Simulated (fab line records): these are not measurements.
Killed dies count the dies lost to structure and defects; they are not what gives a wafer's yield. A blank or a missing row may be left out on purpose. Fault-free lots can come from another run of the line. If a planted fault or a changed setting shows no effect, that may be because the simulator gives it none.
Matching of chambers :: flow nand-harc :: NHARC_A_STAIRCASE_ALD_420 on ald-hk-02: 4 sister chambers
The step deposits SiO2, target thk 20 nm, pulse time 6 s, ald cycles 200. 8 wafers are shown with their chamber, then 11 later ones without.

WAFERS PAIRED WITH THEIR CHAMBERS
wafer: L090.5
chamber: 3
heater-power-w (W): 501
precursor-pulse-height-rel: 0.983

wafer: L090.6
chamber: 0
heater-power-w (W): 453
precursor-pulse-height-rel: 0.992

wafer: L092.3
chamber: 1
heater-power-w (W): 410
precursor-pulse-height-rel: 0.978

wafer: L092.4
chamber: 0
heater-power-w (W): 445
precursor-pulse-height-rel: 0.966

wafer: L091.1
chamber: 2
heater-power-w (W): 487
precursor-pulse-height-rel: 0.986

wafer: L091.2
chamber: 1
heater-power-w (W): 409
precursor-pulse-height-rel: 0.977

wafer: L091.5
chamber: 3
heater-power-w (W): 492
precursor-pulse-height-rel: 1.031

wafer: L093.1
chamber: 2
heater-power-w (W): 469
precursor-pulse-height-rel: 1.047

WAFERS WITHOUT THEIR CHAMBER
wafer: L093.2
heater-power-w (W): 493
precursor-pulse-height-rel: 0.961

wafer: L093.6
heater-power-w (W): 486
precursor-pulse-height-rel: 0.990

wafer: L093.3
heater-power-w (W): 464
precursor-pulse-height-rel: 0.991

wafer: L093.4
heater-power-w (W): 408
precursor-pulse-height-rel: 1.030

wafer: L093.5
heater-power-w (W): 486
precursor-pulse-height-rel: 1.008

wafer: L095.1
heater-power-w (W): 486
precursor-pulse-height-rel: 1.005

wafer: L095.2
heater-power-w (W): 410
precursor-pulse-height-rel: 0.965

wafer: L095.5
heater-power-w (W): 414
precursor-pulse-height-rel: 1.029

wafer: L097.1
heater-power-w (W): 421
precursor-pulse-height-rel: 1.009

wafer: L097.3
heater-power-w (W): 485
precursor-pulse-height-rel: 1.014

wafer: L097.5
heater-power-w (W): 444
precursor-pulse-height-rel: 0.986

THE CHAMBER EACH PASSED THROUGH
wafer: L093.2
from the rows above: can't be placed: 3 or 2
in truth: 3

wafer: L093.6
from the rows above: can't be placed: 2 or 3
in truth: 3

wafer: L093.3
from the rows above: can't be placed: 0 or 2
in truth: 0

wafer: L093.4
from the rows above: 1
in truth: 1

wafer: L093.5
from the rows above: can't be placed: 2 or 3
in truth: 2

wafer: L095.1
from the rows above: can't be placed: 2 or 3
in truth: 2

wafer: L095.2
from the rows above: 1
in truth: 1

wafer: L095.5
from the rows above: 1
in truth: 1

wafer: L097.1
from the rows above: can't be placed: 1 or 0
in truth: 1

wafer: L097.3
from the rows above: can't be placed: 2 or 3
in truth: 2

wafer: L097.5
from the rows above: 0
in truth: 0
4 of 11 placed correctly. Not placeable from these rows: 7 (in 7, the candidates include the true chamber). 0 placed wrongly.
How it was worked out, from the rows above alone: a wafer's distance from a chamber is the root of the sum, over the readings, of the square of ((its reading less the chamber's mean) divided by the reading's scatter). If the next closest chamber is less than 2 further off than the closest, the wafer can't be placed; otherwise it belongs to the closest. For every chamber, the mean is computed from those of its wafers that are shown. How the scatter is found: for the shown wafers, subtract from each reading the mean of its chamber, square and add these, divide the total by (wafers less chambers), then take the root.
